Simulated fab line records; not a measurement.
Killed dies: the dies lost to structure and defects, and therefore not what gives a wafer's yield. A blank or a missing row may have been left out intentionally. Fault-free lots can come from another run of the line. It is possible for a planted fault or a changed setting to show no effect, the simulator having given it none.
Which of the tools did it? :: flow nandHarc :: 39 wafers from 13 lots sampled at 6 of the route's 1159 steps

== WHAT THE GAUGES READ, wafer by wafer ==
NHARC_P_ZERO_WELL_CD_MEAS_24: the cd target is 720 nm. Usual: cdNm 718.9 nm, standard deviation 2.2.
lot: L674
measured: day 1 20:35
on: cdSem-01
cdNm (nm): 715.0 716.7 717.0
flag: 

lot: L675
measured: day 2 02:30
on: cdSem-02
cdNm (nm): 723.0 721.5 717.3
flag: 

lot: L676
measured: day 2 08:50
on: cdSem-02
cdNm (nm): 717.3 716.1 714.9
flag: 

lot: L680
measured: day 3 08:28
on: cdSem-01
cdNm (nm): - - -
flag: OFF

lot: L682
measured: day 3 20:35
on: cdSem-02
cdNm (nm): 719.0 718.0 718.0
flag: 

lot: L688
measured: day 5 08:43
on: cdSem-02
cdNm (nm): 722.7 722.8 721.9
flag: 

lot: L690
measured: day 5 20:39
on: cdSem-01
cdNm (nm): 718.9 715.4 716.9
flag: 

lot: L691
measured: day 6 02:35
on: cdSem-02
cdNm (nm): 718.7 719.2 717.3
flag: 

lot: L692
measured: day 6 08:37
on: cdSem-03
cdNm (nm): 718.0 719.9 720.6
flag: 

lot: L693
measured: day 6 14:29
on: cdSem-02
cdNm (nm): 718.4 719.3 720.3
flag: 

lot: L694
measured: day 6 20:28
on: cdSem-02
cdNm (nm): 715.2 716.8 716.4
flag: 

lot: L695
measured: day 7 02:39
on: cdSem-03
cdNm (nm): 720.8 719.0 718.6
flag: 

lot: L696
measured: day 7 08:28
on: cdSem-03
cdNm (nm): 721.9 721.1 719.8
flag: 

NHARC_P_GATE_OVL_MEAS_27. Usual: overlayXNm -0.3 nm, standard deviation 0.76; overlayYNm -0.1 nm, standard deviation 0.68.
lot: L674
measured: day 5 01:55
on: overlay-01
overlayXNm (nm): 0.4 0.6 0.5
overlayYNm (nm): 0.7 -0.1 0.4
flag: 

lot: L675
measured: day 5 02:31
on: overlay-02
overlayXNm (nm): -0.8 -0.4 -1.2
overlayYNm (nm): -1.1 -0.4 -0.3
flag: 

lot: L676
measured: day 5 11:02
on: overlay-01
overlayXNm (nm): -0.9 -0.2 -0.4
overlayYNm (nm): -0.5 -1.0 -0.3
flag: 

lot: L682
measured: day 6 21:56
on: overlay-02
overlayXNm (nm): 0.7 0.8 0.5
overlayYNm (nm): -0.4 -0.3 -0.8
flag: 

lot: L688
measured: day 8 15:52
on: overlay-02
overlayXNm (nm): -0.8 -0.5 -1.0
overlayYNm (nm): -0.7 -0.5 -0.6
flag: 

lot: L690
measured: day 9 00:20
on: overlay-01
overlayXNm (nm): 0.1 -0.4 0.3
overlayYNm (nm): 0.1 -0.4 0.1
flag: 

lot: L691
measured: day 9 07:19
on: overlay-01
overlayXNm (nm): 1.1 1.3 1.0
overlayYNm (nm): -0.6 -0.7 -0.3
flag: 

lot: L692
measured: day 9 07:10
on: overlay-02
overlayXNm (nm): 1.1 0.7 0.7
overlayYNm (nm): 1.3 0.2 0.2
flag: 

lot: L693
measured: day 9 07:01
on: overlay-01
overlayXNm (nm): -0.5 -0.6 -0.1
overlayYNm (nm): -0.1 0.1 -0.4
flag: 

lot: L694
measured: day 10 01:10
on: overlay-02
overlayXNm (nm): -1.6 -1.1 -1.1
overlayYNm (nm): 0.7 0.8 0.2
flag: 

lot: L695
measured: day 10 01:20
on: overlay-01
overlayXNm (nm): -1.3 -1.2 -1.5
overlayYNm (nm): 0.2 -0.2 0.7
flag: 

lot: L696
measured: day 10 12:17
on: overlay-02
overlayXNm (nm): 0.2 0.1 0.6
overlayYNm (nm): 1.0 0.7 1.1
flag: 

NHARC_END_SORT_01. Usual: killedAtArray 25, standard deviation 9.5; killedAtOther 0.8, standard deviation 1.2; killedAtPeriphery 3.4, standard deviation 2.2; killedDies 29, standard deviation 10; killedOpen 3.3, standard deviation 1.8; killedShort 2.1, standard deviation 1.4.
lot: L680
measured: day 21 05:53
on: prober-02
killedAtArray: 35 35 28
killedAtOther: 1 0 1
killedAtPeriphery: 641 642 648
killedDies: 677 677 677
killedOpen: 5 7 1
killedShort: 4 0 0
flag: OFF

== EACH LOT AND THE TOOL THAT RAN IT (in order: tool; ch and the chambers of the sampled wafers; start) ==
lot: L674
NHARC_P_ZERO_WELL_EXPOSE_21: krfScanner-04 ch 0, day 1 20:25
NHARC_P_GATE_DESCUM_13: rieDiel-10 ch 1,2,3, day 4 08:54
NHARC_P_GATE_DEP_103: pecvd-01 ch 0,2, day 5 01:17

lot: L675
NHARC_P_ZERO_WELL_EXPOSE_21: krfScanner-04 ch 0, day 2 02:20
NHARC_P_GATE_DESCUM_13: rieDiel-10 ch 1,2,3, day 4 09:03
NHARC_P_GATE_DEP_103: pecvd-02 ch 0,1,2, day 5 01:52

lot: L676
NHARC_P_ZERO_WELL_EXPOSE_21: krfScanner-02 ch 0, day 2 08:40
NHARC_P_GATE_DESCUM_13: rieDiel-10 ch 0,1, day 4 21:16
NHARC_P_GATE_DEP_103: pecvd-01 ch 0,2, day 5 10:26

lot: L680
NHARC_P_ZERO_WELL_EXPOSE_21: krfScanner-02 ch 0, day 3 08:18
NHARC_P_GATE_DESCUM_13: -
NHARC_P_GATE_DEP_103: -

lot: L682
NHARC_P_ZERO_WELL_EXPOSE_21: krfScanner-02 ch 0, day 3 20:26
NHARC_P_GATE_DESCUM_13: rieDiel-09 ch 0,2,3, day 6 08:26
NHARC_P_GATE_DEP_103: pecvd-01 ch 0,1,2, day 6 21:20

lot: L688
NHARC_P_ZERO_WELL_EXPOSE_21: krfScanner-04 ch 0, day 5 08:34
NHARC_P_GATE_DESCUM_13: rieDiel-10 ch 2,3, day 7 23:00
NHARC_P_GATE_DEP_103: pecvd-04 ch 0,1,2, day 8 15:11

lot: L690
NHARC_P_ZERO_WELL_EXPOSE_21: krfScanner-02 ch 0, day 5 20:30
NHARC_P_GATE_DESCUM_13: rieDiel-11 ch 2,3, day 8 10:26
NHARC_P_GATE_DEP_103: pecvd-02 ch 0,1,2, day 8 23:42

lot: L691
NHARC_P_ZERO_WELL_EXPOSE_21: krfScanner-04 ch 0, day 6 02:26
NHARC_P_GATE_DESCUM_13: rieDiel-11 ch 2,3, day 8 17:17
NHARC_P_GATE_DEP_103: pecvd-02 ch 1,2, day 9 06:26

lot: L692
NHARC_P_ZERO_WELL_EXPOSE_21: krfScanner-02 ch 0, day 6 08:27
NHARC_P_GATE_DESCUM_13: rieDiel-11 ch 0,2,3, day 8 17:11
NHARC_P_GATE_DEP_103: pecvd-01 ch 0,2, day 9 06:16

lot: L693
NHARC_P_ZERO_WELL_EXPOSE_21: krfScanner-02 ch 0, day 6 14:20
NHARC_P_GATE_DESCUM_13: rieDiel-09 ch 0,1,2, day 8 17:11
NHARC_P_GATE_DEP_103: pecvd-02 ch 0,1,2, day 9 06:14

lot: L694
NHARC_P_ZERO_WELL_EXPOSE_21: krfScanner-02 ch 0, day 6 20:19
NHARC_P_GATE_DESCUM_13: rieDiel-09 ch 0,1,2, day 9 11:41
NHARC_P_GATE_DEP_103: pecvd-01 ch 0,1, day 10 00:24

lot: L695
NHARC_P_ZERO_WELL_EXPOSE_21: krfScanner-04 ch 0, day 7 02:29
NHARC_P_GATE_DESCUM_13: rieDiel-09 ch 0,2,3, day 9 11:31
NHARC_P_GATE_DEP_103: pecvd-01 ch 0,1, day 10 00:34

lot: L696
NHARC_P_ZERO_WELL_EXPOSE_21: krfScanner-03 ch 0, day 7 08:19
NHARC_P_GATE_DESCUM_13: rieDiel-11 ch 0,2, day 9 20:31
NHARC_P_GATE_DEP_103: pecvd-04 ch 0,1,2, day 10 11:36
- NHARC_P_ZERO_WELL_EXPOSE_21: exposes mask P NWELL, target cd 720 nm.
- NHARC_P_GATE_DESCUM_13: chemistry O2, time 3 s.
- NHARC_P_GATE_DEP_103: deposits SiON, target thk 30 nm.

== WHAT THE TOOLS THEMSELVES READ (means of the sampled wafers that have a number; where no wafer has one, the mark that the record gives instead) ==
NHARC_P_GATE_DESCUM_13. Usual: chamberPressureMTorr 60.00 mTorr, standard deviation 0.053; drypumpMotorCurrentA 5.5 A, standard deviation 0.34; oesProductAu 1.003 a.u., standard deviation 0.009; rfVppV 57.8 V, standard deviation 0.91; showerheadPlenumPTorr 1.89 Torr, standard deviation 0.09; throttleValvePct 11.311 %, standard deviation 0.0091.
lot: L674
tool: rieDiel-10
chamberPressureMTorr (mTorr): 59.97
drypumpMotorCurrentA (A): 5.5
oesProductAu (a.u.): 1.005
rfVppV (V): 57.8
showerheadPlenumPTorr (Torr): 1.93
throttleValvePct (%): 11.309
flag: 

lot: L675
tool: rieDiel-10
chamberPressureMTorr (mTorr): 60.01
drypumpMotorCurrentA (A): 5.5
oesProductAu (a.u.): 1.006
rfVppV (V): 57.3
showerheadPlenumPTorr (Torr): 1.93
throttleValvePct (%): 11.314
flag: 

lot: L676
tool: rieDiel-10
chamberPressureMTorr (mTorr): 60.00
drypumpMotorCurrentA (A): 5.3
oesProductAu (a.u.): 1.017
rfVppV (V): 57.2
showerheadPlenumPTorr (Torr): 1.99
throttleValvePct (%): 11.312
flag: 

lot: L682
tool: rieDiel-09
chamberPressureMTorr (mTorr): 60.03
drypumpMotorCurrentA (A): 5.7
oesProductAu (a.u.): 1.003
rfVppV (V): 57.4
showerheadPlenumPTorr (Torr): 1.91
throttleValvePct (%): 11.308
flag: 

lot: L688
tool: rieDiel-10
chamberPressureMTorr (mTorr): 60.03
drypumpMotorCurrentA (A): 5.5
oesProductAu (a.u.): 0.999
rfVppV (V): 58.7
showerheadPlenumPTorr (Torr): 1.91
throttleValvePct (%): 11.319
flag: 

lot: L690
tool: rieDiel-11
chamberPressureMTorr (mTorr): 60.03
drypumpMotorCurrentA (A): 5.4
oesProductAu (a.u.): 1.005
rfVppV (V): 56.8
showerheadPlenumPTorr (Torr): 1.79
throttleValvePct (%): 11.312
flag: 

lot: L691
tool: rieDiel-11
chamberPressureMTorr (mTorr): 60.05
drypumpMotorCurrentA (A): 5.4
oesProductAu (a.u.): 1.000
rfVppV (V): 57.5
showerheadPlenumPTorr (Torr): 1.79
throttleValvePct (%): 11.312
flag: 

lot: L692
tool: rieDiel-11
chamberPressureMTorr (mTorr): 59.99
drypumpMotorCurrentA (A): 5.4
oesProductAu (a.u.): 1.001
rfVppV (V): 57.1
showerheadPlenumPTorr (Torr): 1.85
throttleValvePct (%): 11.309
flag: 

lot: L693
tool: rieDiel-09
chamberPressureMTorr (mTorr): 60.00
drypumpMotorCurrentA (A): 5.6
oesProductAu (a.u.): 1.005
rfVppV (V): 57.6
showerheadPlenumPTorr (Torr): 1.87
throttleValvePct (%): 11.299
flag: 

lot: L694
tool: rieDiel-09
chamberPressureMTorr (mTorr): 60.02
drypumpMotorCurrentA (A): 5.6
oesProductAu (a.u.): 1.001
rfVppV (V): 57.3
showerheadPlenumPTorr (Torr): 1.87
throttleValvePct (%): 11.309
flag: 

lot: L695
tool: rieDiel-09
chamberPressureMTorr (mTorr): 60.00
drypumpMotorCurrentA (A): 5.7
oesProductAu (a.u.): 0.998
rfVppV (V): 58.1
showerheadPlenumPTorr (Torr): 1.90
throttleValvePct (%): 11.304
flag: 

lot: L696
tool: rieDiel-11
chamberPressureMTorr (mTorr): 60.00
drypumpMotorCurrentA (A): 5.7
oesProductAu (a.u.): 1.002
rfVppV (V): 57.5
showerheadPlenumPTorr (Torr): 1.86
throttleValvePct (%): 11.313
flag: 

NHARC_P_GATE_DEP_103. Usual: heaterPowerW 743 W, standard deviation 80.
lot: L674
tool: pecvd-01
heaterPowerW (W): 842
flag: 

lot: L675
tool: pecvd-02
heaterPowerW (W): 671
flag: 

lot: L676
tool: pecvd-01
heaterPowerW (W): 849
flag: 

lot: L682
tool: pecvd-01
heaterPowerW (W): 716
flag: 

lot: L688
tool: pecvd-04
heaterPowerW (W): 718
flag: 

lot: L690
tool: pecvd-02
heaterPowerW (W): 775
flag: 

lot: L691
tool: pecvd-02
heaterPowerW (W): 782
flag: 

lot: L692
tool: pecvd-01
heaterPowerW (W): 790
flag: 

lot: L693
tool: pecvd-02
heaterPowerW (W): 786
flag: 

lot: L694
tool: pecvd-01
heaterPowerW (W): 668
flag: 

lot: L695
tool: pecvd-01
heaterPowerW (W): 721
flag: 

lot: L696
tool: pecvd-04
heaterPowerW (W): 726
flag: 

== THE ANSWER, worked out from the rows above alone ==
Rule: a lot counts as off when the mean over its wafers that have a number is more than 3 standard deviations away from the usual mean. A lot without any number at a reading at which 4 lots or more have one is off too. The other lots that the step has rows for count as sound. The gauges are gone through in route order, then the tools' own readings, and for those a lot's mean is taken as printed above. The first step at which some lot is off is used, and at that step the reading that is off furthest; a lot without a number counts as furthest.
Off: L680 (NHARC_P_ZERO_WELL_CD_MEAS_24, cdNm). Without a number there: L680.
If a tool, at a process step before that reading, ran all the lots that are off and no sound lot after the first of them, it fits. The gauges at NHARC_P_ZERO_WELL_CD_MEAS_24 aren't tried: what is off there is off at NHARC_END_SORT_01 too, on other tools, and a gauge's error can't cause that. None of those tried fits.

== WHAT THE SIMULATOR PUT IN ==
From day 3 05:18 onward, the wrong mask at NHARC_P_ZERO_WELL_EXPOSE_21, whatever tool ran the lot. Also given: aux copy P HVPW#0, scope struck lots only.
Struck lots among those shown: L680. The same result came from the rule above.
